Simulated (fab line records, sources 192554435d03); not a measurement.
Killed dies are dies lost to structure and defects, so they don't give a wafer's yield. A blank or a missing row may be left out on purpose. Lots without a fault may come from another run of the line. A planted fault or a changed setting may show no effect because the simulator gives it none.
Chamber matching | flow n5_finfet | N5_HKMG_FIN_PWFM_ALD_03 on ald_metal-01: 4 sister chambers
The step deposits TiN, target thk 2 nm, pulse time 1 s, purge time 3 s. 4 wafers are shown with their chamber, then 12 later ones without.

WAFERS WITH THEIR CHAMBER
wafer  | chamber | heater_power_w (W)
L082.2 | 3       | 774
L085.1 | 1       | 1077
L085.2 | 2       | 887
L085.3 | 0       | 923

WAFERS WITHOUT THEIR CHAMBER
wafer  | heater_power_w (W)
L091.1 | 1101
L091.3 | 938
L091.6 | 1123
L092.2 | 1073
L092.5 | 764
L092.6 | 878
L094.1 | 766
L094.2 | 1100
L094.3 | 866
L096.4 | 920
L096.5 | 786
L096.6 | 925

WHICH CHAMBER EACH WENT THROUGH
wafer  | from the rows above     | in truth
L091.1 | 1                       | 1
L091.3 | can't be placed: 0 or 2 | 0
L091.6 | 1                       | 1
L092.2 | 1                       | 1
L092.5 | 3                       | 3
L092.6 | can't be placed: 2 or 0 | 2
L094.1 | 3                       | 3
L094.2 | 1                       | 1
L094.3 | can't be placed: 2 or 0 | 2
L096.4 | can't be placed: 0 or 2 | 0
L096.5 | 3                       | 3
L096.6 | can't be placed: 0 or 2 | 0
Placed correctly: 7 of 12. Can't be placed from these rows: 5 (the true chamber is among the candidates in 5). Placed wrongly: 0.
How it was worked out, from the rows above alone: a wafer's distance from a chamber is the root of the sum, over the readings, of the square of ((its reading less the chamber's mean) divided by the reading's scatter). The wafer belongs to the nearest chamber; if the next one is less than 2 further off, it can't be placed. A chamber's mean is the mean of its shown wafers. The scatter: with one shown wafer a chamber, the root of the mean of the squares of how far each hidden wafer lies from its nearest shown one.
